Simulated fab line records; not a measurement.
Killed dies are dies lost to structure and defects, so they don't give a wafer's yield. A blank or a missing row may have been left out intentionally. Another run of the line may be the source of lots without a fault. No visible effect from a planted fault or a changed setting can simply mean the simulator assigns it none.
Matching of chambers || flow n5-finfet || rie-diel-02 running N5_SDB_STRIP_21: 4 sister chambers
The step strips in CF4. 4 wafers are shown with their chamber, then 10 later ones without.

WAFERS PAIRED WITH THEIR CHAMBERS
{"wafer": "L078.4", "chamber": 1, "showerhead-plenum-p-Torr (Torr)": 1.90}
{"wafer": "L079.1", "chamber": 3, "showerhead-plenum-p-Torr (Torr)": 1.77}
{"wafer": "L081.1", "chamber": 0, "showerhead-plenum-p-Torr (Torr)": 1.79}
{"wafer": "L081.2", "chamber": 2, "showerhead-plenum-p-Torr (Torr)": 1.86}

WAFERS WHOSE CHAMBER IS MISSING
{"wafer": "L081.3", "showerhead-plenum-p-Torr (Torr)": 1.77}
{"wafer": "L081.4", "showerhead-plenum-p-Torr (Torr)": 1.90}
{"wafer": "L081.5", "showerhead-plenum-p-Torr (Torr)": 1.77}
{"wafer": "L081.6", "showerhead-plenum-p-Torr (Torr)": 1.86}
{"wafer": "L083.4", "showerhead-plenum-p-Torr (Torr)": 1.77}
{"wafer": "L083.5", "showerhead-plenum-p-Torr (Torr)": 1.90}
{"wafer": "L083.6", "showerhead-plenum-p-Torr (Torr)": 1.86}
{"wafer": "L095.2", "showerhead-plenum-p-Torr (Torr)": 1.85}
{"wafer": "L095.3", "showerhead-plenum-p-Torr (Torr)": 1.76}
{"wafer": "L095.4", "showerhead-plenum-p-Torr (Torr)": 1.78}

EACH ONE'S CHAMBER
{"wafer": "L081.3", "from the rows above": 3, "in truth": 3}
{"wafer": "L081.4", "from the rows above": 1, "in truth": 1}
{"wafer": "L081.5", "from the rows above": 3, "in truth": 3}
{"wafer": "L081.6", "from the rows above": 2, "in truth": 2}
{"wafer": "L083.4", "from the rows above": 3, "in truth": 3}
{"wafer": "L083.5", "from the rows above": 1, "in truth": 1}
{"wafer": "L083.6", "from the rows above": 2, "in truth": 2}
{"wafer": "L095.2", "from the rows above": 2, "in truth": 2}
{"wafer": "L095.3", "from the rows above": 3, "in truth": 3}
{"wafer": "L095.4", "from the rows above": "can't be placed: 0 or 3", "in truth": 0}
Correctly placed: 9 of 10. From these rows, 1 cannot be placed; in 1 the true chamber is one of the candidates. Placed wrongly: 0.
How it was worked out, from the rows above alone: a wafer's distance from a chamber is the root of the sum, over the readings, of the square of ((its reading less the chamber's mean) divided by the reading's scatter). If the next closest chamber is less than 2 further off than the closest, the wafer can't be placed; otherwise it belongs to the closest. Each chamber's mean is taken over the wafers shown for it. The scatter (one wafer shown for each chamber): square how far every hidden wafer sits from the nearest shown wafer, average those squares and take the square root.
